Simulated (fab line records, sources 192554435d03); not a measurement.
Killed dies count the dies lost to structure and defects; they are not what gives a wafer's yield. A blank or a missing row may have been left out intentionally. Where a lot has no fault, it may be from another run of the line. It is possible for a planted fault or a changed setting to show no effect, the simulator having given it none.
A lot that was struck, set against a sound lot | flow n5Finfet | 16 out of 1938 route steps
Sound: wafers L938.1, L938.2, L938.5. Struck: wafer L937.2. (L937.6 of the same lot was not struck and is left out.) The cause comes at the end.
At each step with rows: each side's tool, then ch and its chambers, then its first start. Under that, the readings that differ: sound wafers | struck wafers | difference of the means | sigmas: that difference in standard deviations of wafers without a fault.
alike: same words and numbers on both sides, and readings whose means sit less than 2 such deviations apart. not compared: any withheld reading, any reading some wafer has no value for, any bound like >300 that may hide the same value, and any number with overlapping values for which the record gives no deviation.
Wherever a step has rows on one side only, a row that says differs or no value, or a row with sigmas, the two part there. When numbers do not overlap yet have no deviation, they are printed without sigmas and do not part them. A reading that every wafer of one side lacks parts them only if that side has two wafers or more.

N5_SDB_INSPECT_36: inspects for defects (darkfield).
  sound on defectInspect-01 at day 8 15:40; struck on defectInspect-02 at day 8 09:42
  alike: rawDefectCount
N5_DUMMY_REMOVAL_HM_STRIP_01: strips SiNx in CH3F/O2, stops on poly-Si, target depth 4 nm, time 6.8 s.
  sound on rieDiel-06 ch 0,3, day 8 15:58; struck on rieDiel-01 ch 3, day 8 09:44
  alike: drypumpMotorCurrentA, oesProductAu, rfVppV, showerheadPlenumPTorr, throttleValvePct
  not compared: rfHoursCounterH
N5_DUMMY_REMOVAL_STRIP_10: strips in N2/H2, time 40 s.
  sound on rieDiel-06 ch 0,3, day 8 15:59; struck on rieDiel-01 ch 3, day 8 09:46
reading    | sound          | struck | difference | sigmas
rfVppV (V) | 45.7 46.8 46.4 | 43.8   | -2.5       | -3
  alike: drypumpMotorCurrentA, oesProductAu, showerheadPlenumPTorr, throttleValvePct
  not compared: rfHoursCounterH
then, 2 steps without rows for these wafers: N5_DUMMY_REMOVAL_PRECLEAN_07 (cleans in dHF, time 30 s); N5_DUMMY_REMOVAL_DUMMY_REMOVE_02 (chemistry TMAH, target poly-Si, stops on SiO2, target depth 142 nm, time 57 s, rinse time 30 s).
N5_DUMMY_REMOVAL_INSPECT_06: inspects for defects (brightfield).
  sound on defectInspect-02 at day 8 16:10; struck on defectInspect-01 at day 8 09:56
  alike: rawDefectCount
then, 4 steps without rows for these wafers: N5_DUMMY_REMOVAL_PRECLEAN_08 (cleans in NF3:NH3, afs cycles 2, time 20 s, sublimation time 60 s); N5_DUMMY_REMOVAL_PRECLEAN_04 (cleans in DHF, time 37 s); N5_DUMMY_REMOVAL_SRD_05 (time 30 s); N5_HKMG_FIN_IL_REGROW_00 (material SiO2, chemistry O3, target thk 0.75 nm, time 30 s).
N5_HKMG_FIN_HK_ALD_01: deposits HfO2, target thk 1.6 nm, pulse time 3 s, purge time 3 s.
  sound on aldHk-02 ch 0,2,3, day 8 16:33; struck on aldHk-01 ch 0, day 8 10:17
  alike: precursorPulseHeightRel
  not compared: coReactantPulseTimeS
N5_HKMG_FIN_HK_ANNEAL_02: time 30 s.
  sound on rtpAnneal-01 ch 0, day 8 16:50; struck on rtpAnneal-02 ch 0, day 8 10:31
  alike: lampPowerPct, lamp_zone_1_pct, wafer_temp_C_max
N5_HKMG_FIN_ALD_74: deposits La2O3, target thk 0.5 nm, pulse time 6 s, co reactant pulse time 1 s.
  sound on aldHk-01 ch 0,1, day 8 17:02; struck on aldHk-03 ch 0, day 8 10:41
reading                  | sound       | struck | difference | sigmas
coReactantPulseTimeS (s) | 1 1 1       | 1.0519 | +0.0519    | 
heaterPowerW (W)         | 313 319 322 | 399    | +81        | +2
  alike: precursorPulseHeightRel
N5_HKMG_FIN_ALD_75: deposits Al2O3, target thk 1 nm, co reactant pulse time 1 s.
  sound on aldHk-01 ch 0,1, day 8 17:07; struck on aldHk-03 ch 0, day 8 10:46
reading          | sound       | struck | difference | sigmas
heaterPowerW (W) | 137 141 137 | 173    | +35        | +2
  alike: precursorPulseHeightRel
-- a jump in the record: the struck wafers' starts before and after are 5 days apart (it breaks off in module HKMG_FIN and resumes in module BEOL_M4, where the first step shown is number 1111 of the route) --
N5_BEOL_M4_RC_MEAS_101:
  sound on prober-02 ch 0, day 13 08:58; struck on prober-02 ch 0, day 13 13:45
  alike: DIBL_N, DIBL_P, IOFF_N, IOFF_P, ION_N, ION_P, SS_N, SS_P, VT_N, VT_P
next, for these wafers, 1 step has no rows: N5_PASSIVATION_PROBE_49.

## WHERE THEY PART
At N5_DUMMY_REMOVAL_STRIP_10 first; at N5_HKMG_FIN_ALD_75 last (within this record only). Later steps at which nothing parts them and some readings are alike: N5_BEOL_M4_RC_MEAS_101.

WHY: whatever the simulator had introduced
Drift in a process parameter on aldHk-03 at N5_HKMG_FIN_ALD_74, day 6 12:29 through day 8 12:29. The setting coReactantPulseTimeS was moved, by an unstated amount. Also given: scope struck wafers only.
